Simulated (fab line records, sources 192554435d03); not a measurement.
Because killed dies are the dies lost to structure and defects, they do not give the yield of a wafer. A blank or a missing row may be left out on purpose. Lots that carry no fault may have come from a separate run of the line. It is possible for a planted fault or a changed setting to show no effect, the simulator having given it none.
Split-lot trial / flow n5-finfet / 7 lots, 39 wafers read, on a route of 1938 steps

## ABOUT THE SPLIT
At N5_DUMMY_GATE_ETCH_37 (etches SOC in N2/H2, target depth 60 nm, overetch 30 nm), the setting source-w was moved away from the recipe's 840 W on 15 of the 39 wafers read, by -12.2% to +8.1%. This setting was run at the recipe's value on the other wafers.

The reading comes from the split's own step.

## THE READING
rf-vpp-V, in V, at N5_DUMMY_GATE_ETCH_37 (etches SOC in N2/H2, target depth 60 nm, overetch 30 nm). Typical for fault-free wafers on this fab line: 523.5 V, with standard deviation 2.2 V.

wafer=L075.1; tool, chamber at the split=rie-diel-03, 3; source-w as run, W=908.4; against the recipe=+8.1%; rf-vpp-V, V=509.8; against lot-mates on the recipe=-14.9
wafer=L075.2; tool, chamber at the split=rie-diel-03, 2; source-w as run, W=840; against the recipe=recipe; rf-vpp-V, V=524.3; against lot-mates on the recipe=-
wafer=L075.3; tool, chamber at the split=rie-diel-03, 1; source-w as run, W=840; against the recipe=recipe; rf-vpp-V, V=523.8; against lot-mates on the recipe=-
wafer=L075.4; tool, chamber at the split=rie-diel-03, 1; source-w as run, W=840; against the recipe=recipe; rf-vpp-V, V=526.0; against lot-mates on the recipe=-
wafer=L075.5; tool, chamber at the split=rie-diel-03, 3; source-w as run, W=908.4; against the recipe=+8.1%; rf-vpp-V, V=510.3; against lot-mates on the recipe=-14.4
wafer=L075.6; tool, chamber at the split=rie-diel-03, 2; source-w as run, W=908.4; against the recipe=+8.1%; rf-vpp-V, V=512.3; against lot-mates on the recipe=-12.4
wafer=L083.1; tool, chamber at the split=rie-diel-03, 2; source-w as run, W=840; against the recipe=recipe; rf-vpp-V, V=524.7; against lot-mates on the recipe=-
wafer=L083.2; tool, chamber at the split=rie-diel-03, 3; source-w as run, W=840; against the recipe=recipe; rf-vpp-V, V=521.9; against lot-mates on the recipe=-
wafer=L083.3; tool, chamber at the split=rie-diel-03, 1; source-w as run, W=840; against the recipe=recipe; rf-vpp-V, V=522.8; against lot-mates on the recipe=-
wafer=L083.4; tool, chamber at the split=rie-diel-03, 1; source-w as run, W=840; against the recipe=recipe; rf-vpp-V, V=524.6; against lot-mates on the recipe=-
wafer=L083.5; tool, chamber at the split=rie-diel-03, 3; source-w as run, W=840; against the recipe=recipe; rf-vpp-V, V=522.5; against lot-mates on the recipe=-
wafer=L083.6; tool, chamber at the split=rie-diel-03, 2; source-w as run, W=840; against the recipe=recipe; rf-vpp-V, V=525.7; against lot-mates on the recipe=-
wafer=L084.1; tool, chamber at the split=rie-diel-04, 1; source-w as run, W=840; against the recipe=recipe; rf-vpp-V, V=521.8; against lot-mates on the recipe=-
wafer=L084.2; tool, chamber at the split=rie-diel-04, 3; source-w as run, W=840; against the recipe=recipe; rf-vpp-V, V=523.7; against lot-mates on the recipe=-
wafer=L084.3; tool, chamber at the split=rie-diel-04, 1; source-w as run, W=749.8; against the recipe=-10.7%; rf-vpp-V, V=544.2; against lot-mates on the recipe=+21.0
wafer=L084.4; tool, chamber at the split=rie-diel-04, 3; source-w as run, W=749.8; against the recipe=-10.7%; rf-vpp-V, V=542.6; against lot-mates on the recipe=+19.4
wafer=L084.5; tool, chamber at the split=rie-diel-04, 3; source-w as run, W=840; against the recipe=recipe; rf-vpp-V, V=524.0; against lot-mates on the recipe=-
wafer=L084.6; tool, chamber at the split=rie-diel-04, 1; source-w as run, W=749.8; against the recipe=-10.7%; rf-vpp-V, V=545.2; against lot-mates on the recipe=+22.0
wafer=L092.1; tool, chamber at the split=rie-diel-03, 3; source-w as run, W=787.1; against the recipe=-6.3%; rf-vpp-V, V=533.0; against lot-mates on the recipe=+8.8
wafer=L092.2; tool, chamber at the split=rie-diel-03, 2; source-w as run, W=840; against the recipe=recipe; rf-vpp-V, V=525.5; against lot-mates on the recipe=-
wafer=L092.3; tool, chamber at the split=rie-diel-03, 1; source-w as run, W=840; against the recipe=recipe; rf-vpp-V, V=524.4; against lot-mates on the recipe=-
wafer=L092.4; tool, chamber at the split=rie-diel-03, 0; source-w as run, W=787.1; against the recipe=-6.3%; rf-vpp-V, V=539.1; against lot-mates on the recipe=+14.9
wafer=L092.5; tool, chamber at the split=rie-diel-03, 2; source-w as run, W=787.1; against the recipe=-6.3%; rf-vpp-V, V=536.8; against lot-mates on the recipe=+12.6
wafer=L092.6; tool, chamber at the split=rie-diel-03, 1; source-w as run, W=840; against the recipe=recipe; rf-vpp-V, V=522.6; against lot-mates on the recipe=-
wafer=L093.1; tool, chamber at the split=rie-diel-01, 3; source-w as run, W=840; against the recipe=recipe; rf-vpp-V, V=524.5; against lot-mates on the recipe=-
wafer=L093.2; tool, chamber at the split=rie-diel-01, 2; source-w as run, W=840; against the recipe=recipe; rf-vpp-V, V=521.7; against lot-mates on the recipe=-
wafer=L093.4; tool, chamber at the split=rie-diel-01, 3; source-w as run, W=840; against the recipe=recipe; rf-vpp-V, V=525.9; against lot-mates on the recipe=-
wafer=L094.1; tool, chamber at the split=rie-diel-03, 0; source-w as run, W=737.5; against the recipe=-12.2%; rf-vpp-V, V=551.8; against lot-mates on the recipe=+28.4
wafer=L094.2; tool, chamber at the split=rie-diel-03, 3; source-w as run, W=737.5; against the recipe=-12.2%; rf-vpp-V, V=545.8; against lot-mates on the recipe=+22.4
wafer=L094.3; tool, chamber at the split=rie-diel-03, 2; source-w as run, W=840; against the recipe=recipe; rf-vpp-V, V=525.0; against lot-mates on the recipe=-
wafer=L094.4; tool, chamber at the split=rie-diel-03, 1; source-w as run, W=840; against the recipe=recipe; rf-vpp-V, V=522.3; against lot-mates on the recipe=-
wafer=L094.5; tool, chamber at the split=rie-diel-03, 1; source-w as run, W=840; against the recipe=recipe; rf-vpp-V, V=523.0; against lot-mates on the recipe=-
wafer=L094.6; tool, chamber at the split=rie-diel-03, 2; source-w as run, W=737.5; against the recipe=-12.2%; rf-vpp-V, V=548.0; against lot-mates on the recipe=+24.6
wafer=L096.1; tool, chamber at the split=rie-diel-04, 1; source-w as run, W=899; against the recipe=+7.0%; rf-vpp-V, V=513.4; against lot-mates on the recipe=-10.7
wafer=L096.2; tool, chamber at the split=rie-diel-04, 3; source-w as run, W=840; against the recipe=recipe; rf-vpp-V, V=522.7; against lot-mates on the recipe=-
wafer=L096.3; tool, chamber at the split=rie-diel-04, 2; source-w as run, W=899; against the recipe=+7.0%; rf-vpp-V, V=508.4; against lot-mates on the recipe=-15.7
wafer=L096.4; tool, chamber at the split=rie-diel-04, 0; source-w as run, W=899; against the recipe=+7.0%; rf-vpp-V, V=513.5; against lot-mates on the recipe=-10.6
wafer=L096.5; tool, chamber at the split=rie-diel-04, 0; source-w as run, W=840; against the recipe=recipe; rf-vpp-V, V=525.8; against lot-mates on the recipe=-
wafer=L096.6; tool, chamber at the split=rie-diel-04, 3; source-w as run, W=840; against the recipe=recipe; rf-vpp-V, V=523.9; against lot-mates on the recipe=-

THE FIT
A straight line over all 39 wafers: rf-vpp-V changes by -1.86 V for each +1% of source-w; r = -0.99; the points scatter about the line by 1.8 V.
The same after taking each lot's own level away (the mean of its wafers on the recipe; 39 wafers): -1.91 V for each +1%; r = -0.99; scatter 1.8 V.
According to that fit, moving source-w by its largest amount changes the reading by 23 V.
The span of the lots' own levels, 523.17 to 524.70 V, comes to 0.7 times the standard deviation stated above.
The two slopes are in agreement: the lot-to-lot level therefore moves the slope only a little.
Check: +23 V against its lot-mates is what the line predicts for one of the wafers moved furthest among these (-12.2%) when that wafer is left out of the fit. Against them it came out at +28.4 V.
Tool readings at the split's step, against how far the setting was moved: rf-vpp-V r = -0.99.

## OTHER SPLITS ON THESE WAFERS
Other splits were also applied to these wafers ahead of the reading. Each is held against what the fit with the lots' levels taken away leaves over:
other split on the same wafers=N5_DUMMY_GATE_HM_DEP_06 time-s; wafers away from the commonest value=30; r with rf-vpp-V (lot level and that fit taken away)=-0.06
other split on the same wafers=N5_DUMMY_GATE_EXPOSE_12 dose-mj; wafers away from the commonest value=15; r with rf-vpp-V (lot level and that fit taken away)=+0.27

## FILE'S OWN FIT
rf-vpp-V changes by -1.92 V for each +1% of source-w, r = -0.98.
